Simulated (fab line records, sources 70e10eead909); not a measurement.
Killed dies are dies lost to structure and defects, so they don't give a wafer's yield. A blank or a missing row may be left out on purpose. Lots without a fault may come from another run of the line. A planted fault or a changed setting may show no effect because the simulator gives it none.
Chamber matching | flow nand_harc | NHARC_A_WL_FILL_ALD_00 on ald_hk-02: 4 sister chambers
The step deposits Al2O3, target thk 3 nm, pulse time 3 s, ald cycles 30. 8 wafers are shown with their chamber, then 10 later ones without.

WAFERS WITH THEIR CHAMBER
wafer  | chamber | heater_power_w (W) | precursor_pulse_height_rel
L079.5 | 3       | 443                | 0.984
L086.6 | 0       | 469                | 1.003
L090.6 | 1       | 538                | 0.967
L088.1 | 0       | 475                | 1.002
L088.2 | 2       | 439                | 0.998
L088.5 | 3       | 448                | 0.978
L094.1 | 1       | 545                | 1.012
L094.2 | 2       | 443                | 0.989

WAFERS WITHOUT THEIR CHAMBER
wafer  | heater_power_w (W) | precursor_pulse_height_rel
L094.3 | 458                | 1.030
L095.2 | 470                | 0.980
L095.3 | 450                | 0.999
L095.6 | 532                | 0.979
L096.2 | 545                | 1.004
L096.3 | 475                | 0.959
L096.6 | 425                | 1.041
L097.2 | 486                | 0.990
L097.4 | 550                | 0.984
L097.6 | 531                | 1.011

WHICH CHAMBER EACH WENT THROUGH
wafer  | from the rows above          | in truth
L094.3 | can't be placed: 0 or 3 or 2 | 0
L095.2 | 0                            | 0
L095.3 | can't be placed: 3 or 2      | 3
L095.6 | 1                            | 1
L096.2 | 1                            | 1
L096.3 | 0                            | 0
L096.6 | can't be placed: 2 or 3      | 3
L097.2 | 0                            | 0
L097.4 | 1                            | 1
L097.6 | 1                            | 1
Placed correctly: 7 of 10. Can't be placed from these rows: 3 (the true chamber is among the candidates in 3). Placed wrongly: 0.
How it was worked out, from the rows above alone: a wafer's distance from a chamber is the root of the sum, over the readings, of the square of ((its reading less the chamber's mean) divided by the reading's scatter). The wafer belongs to the nearest chamber; if the next one is less than 2 further off, it can't be placed. A chamber's mean is the mean of its shown wafers. The scatter: the root of (the sum of the squares of (reading less its chamber's mean) over the shown wafers, divided by (wafers less chambers)).
